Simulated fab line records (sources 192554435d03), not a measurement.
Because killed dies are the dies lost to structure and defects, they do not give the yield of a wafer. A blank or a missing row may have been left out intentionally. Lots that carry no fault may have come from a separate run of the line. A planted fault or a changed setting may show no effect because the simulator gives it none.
Matching of chambers || flow n5Finfet || N5_BEOL_M11_ALD_74 on aldMetal-03: 4 sister chambers
The step deposits TaN, target thk 2 nm, pulse time 2 s, purge time 3 s. 4 wafers are shown with their chamber, then 7 later ones without.

== WAFERS PAIRED WITH THEIR CHAMBERS ==
{"wafer": "L090.3", "chamber": 0, "heaterPowerW (W)": 366}
{"wafer": "L090.5", "chamber": 2, "heaterPowerW (W)": 461}
{"wafer": "L092.1", "chamber": 1, "heaterPowerW (W)": 430}
{"wafer": "L092.2", "chamber": 3, "heaterPowerW (W)": 362}

== WAFERS WITHOUT THEIR CHAMBER ==
{"wafer": "L092.3", "heaterPowerW (W)": 439}
{"wafer": "L095.1", "heaterPowerW (W)": 444}
{"wafer": "L095.3", "heaterPowerW (W)": 439}
{"wafer": "L095.6", "heaterPowerW (W)": 449}
{"wafer": "L096.1", "heaterPowerW (W)": 367}
{"wafer": "L096.4", "heaterPowerW (W)": 462}
{"wafer": "L096.5", "heaterPowerW (W)": 371}

== EACH ONE'S CHAMBER ==
{"wafer": "L092.3", "from the rows above": "can't be placed: 1 or 2", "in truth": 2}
{"wafer": "L095.1", "from the rows above": "can't be placed: 1 or 2", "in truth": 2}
{"wafer": "L095.3", "from the rows above": "can't be placed: 1 or 2", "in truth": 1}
{"wafer": "L095.6", "from the rows above": "can't be placed: 2 or 1", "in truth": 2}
{"wafer": "L096.1", "from the rows above": "can't be placed: 0 or 3", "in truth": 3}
{"wafer": "L096.4", "from the rows above": 2, "in truth": 2}
{"wafer": "L096.5", "from the rows above": "can't be placed: 0 or 3", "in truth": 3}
1 of 7 placed correctly. From these rows, 6 cannot be placed; in 6 the true chamber is one of the candidates. Wrongly placed: 0.
How it was worked out, from the rows above alone: a wafer's distance from a chamber is the root of the sum, over the readings, of the square of ((its reading less the chamber's mean) divided by the reading's scatter). If the next closest chamber is less than 2 further off than the closest, the wafer can't be placed; otherwise it belongs to the closest. A chamber's mean is the mean of its shown wafers. The scatter (one wafer shown for each chamber): square how far every hidden wafer sits from the nearest shown wafer, average those squares and take the square root.
